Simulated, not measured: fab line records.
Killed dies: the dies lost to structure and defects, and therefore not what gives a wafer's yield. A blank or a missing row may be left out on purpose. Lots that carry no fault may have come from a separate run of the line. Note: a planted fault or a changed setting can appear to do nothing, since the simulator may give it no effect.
Matching of chambers -- flow nand harc -- 4 sister chambers for NHARC_A_M0_CMP_23 on cmp-03
The step polishes, t overpolish 20 s, target thk 113.75 nm. 8 wafers are shown with their chamber, then 12 later ones without.

WAFERS, EACH WITH ITS CHAMBER
wafer,chamber,motor current A (A),time to endpoint s (s)
L080.4,0,12.8,28.1
L080.5,0,12.5,31.4
L083.1,2,10.3,29.5
L083.2,1,10.6,30.3
L083.6,3,11.3,28.9
L086.2,2,10.3,28.2
L086.3,3,11.1,24.1
L086.5,1,10.4,27.0

WAFERS WITHOUT THEIR CHAMBER
wafer,motor current A (A),time to endpoint s (s)
L089.1,10.1,31.7
L089.3,10.8,32.5
L089.4,11.9,30.1
L091.4,12.0,32.0
L091.5,10.7,29.8
L091.6,12.4,32.7
L094.4,10.2,33.6
L094.5,11.8,34.3
L094.6,10.3,34.5
L095.1,13.1,29.2
L095.5,11.8,29.5
L095.6,10.8,32.8

WHICH CHAMBER EACH WENT THROUGH
wafer,from the rows above,in truth
L089.1,can't be placed: 2 or 1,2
L089.3,can't be placed: 1 or 3 or 2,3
L089.4,can't be placed: 3 or 0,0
L091.4,can't be placed: 0 or 3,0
L091.5,can't be placed: 1 or 2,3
L091.6,0,0
L094.4,can't be placed: 2 or 1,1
L094.5,can't be placed: 3 or 0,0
L094.6,can't be placed: 2 or 1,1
L095.1,0,0
L095.5,can't be placed: 3 or 0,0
L095.6,can't be placed: 1 or 3 or 2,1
Placed correctly: 2 of 12. From these rows, 10 cannot be placed; in 9 the true chamber is one of the candidates. Wrongly placed: 0.
How it was worked out, from the rows above alone: a wafer's distance from a chamber is the root of the sum, over the readings, of the square of ((its reading less the chamber's mean) divided by the reading's scatter). If the next closest chamber is less than 2 further off than the closest, the wafer can't be placed; otherwise it belongs to the closest. For every chamber, the mean is computed from those of its wafers that are shown. The scatter: the root of (the sum of the squares of (reading less its chamber's mean) over the shown wafers, divided by (wafers less chambers)).
